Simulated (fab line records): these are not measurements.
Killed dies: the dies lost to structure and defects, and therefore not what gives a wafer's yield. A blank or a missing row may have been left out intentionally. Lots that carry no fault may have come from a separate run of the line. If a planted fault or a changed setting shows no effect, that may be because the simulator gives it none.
8D (eight disciplines) problem report, filled in by code | flow nand-harc | the parts of the form that need people (team, actions taken, sign-off) are left out

## 1. WHAT IS WRONG
Mean of killed-at-array at NHARC_END_SORT_01: 674 across 3 wafers in 2 lots; on wafers with no fault it is 28 (standard deviation 8.9). That is +73 standard deviations from the usual mean.
Earliest sighting: wafer L499.1 on prober-01 at day 23 23:56. The record holds 4 wafers of 2 lots with a number at this step. By rule, "out" or "out of limits" means more than 4 standard deviations away from the usual mean. Any other wafer with a number is counted as sound.

## 2. WHAT IT IS; WHAT IT IS NOT
question                    | is                           | is not
which readings at this step | killed-at-array, killed-dies | killed-at-other, killed-at-periphery, killed-open, killed-short
which lots                  | L498, L499                   | -
which wafers of those lots  | L498.1, L498.3, L499.1       | L499.5
read on which gauges        | prober-01                    | -
when                        | from day 23 23:56            | up to then (0 sound wafers); but 1 sound wafer of L499 came after

## 3. WHAT RULES OUT EACH SUSPECT
Counting: if a tool at a process step up to the reading ran every lot that is out, it stays a suspect. Sound lots after the first of them don't rule it out here, since some wafers of a struck lot are sound.
- the gauge at NHARC_END_SORT_01: ruled out. All the wafers that are out were read on prober-01, but those of them that NHARC_A_WL_FILL_ETCHBACK_16 has rows for are out there too, on other tools.
- rie-diel-12 at NHARC_A_WL_FILL_ETCHBACK_16 (etches the open film in C4F8/O2/Ar, target depth 88 nm, time 17.6 s): kept. It ran every lot that is out, first L499 (day 19 21:34). Out on those wafers are its own readings of oes-product-au.
- Within rie-diel-12 at NHARC_A_WL_FILL_ETCHBACK_16: the wafers that are out ran in chambers 0, 1; their sound lot-mates ran in chamber 3.
Remaining after the count: rie-diel-12 at NHARC_A_WL_FILL_ETCHBACK_16.

## 4. THE CAUSE (what the simulator had put in)
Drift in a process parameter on rie-diel-12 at NHARC_A_WL_FILL_ETCHBACK_16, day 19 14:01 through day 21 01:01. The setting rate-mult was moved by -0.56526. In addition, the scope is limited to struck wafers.
After counting, this tool was the only one left.

## 5. THE EFFECT CHAIN, in route order
One row per reading whose mean, taken over the struck wafers that have a number, lies over 3 standard deviations from the usual. Readings are gone through only where the record gives a usual standard deviation; hours: the median, over the lots, of the time from a lot's start at the first step in this table giving one to that lot's start at this step; sigmas: the change measured in usual standard deviations.
hours | step                        | reading         | usual     | on struck wafers | change | sigmas
0     | NHARC_A_WL_FILL_ETCHBACK_16 | oes-product-au  | 0.98 a.u. | 0.64             | -0.34  | -11
102   | NHARC_END_SORT_01           | killed-at-array | 28        | 674              | +646   | +73
102   | NHARC_END_SORT_01           | killed-dies     | 32        | 677              | +645   | +69
It contains these process steps:
- NHARC_A_WL_FILL_ETCHBACK_16: etches the open film in C4F8/O2/Ar, target depth 88 nm, time 17.6 s.

## 6. WHAT WOULD HAVE CAUGHT IT SOONER
Counted from the fault's start at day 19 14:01, it took 106 hours until the first out-of-limits reading at a measuring or inspecting step in this record, taken at day 23 23:56.
The tool's own readings at NHARC_A_WL_FILL_ETCHBACK_16 were out on every struck wafer that the step has a row for (oes-product-au): an alarm limit on them would have fired on the first of those.
The start of NHARC_A_WL_FILL_ETCHBACK_16 on rie-diel-12 came by day 23 23:56 for every one of the lots that are out (2). A hold on the tool at that time would have spared none of them.
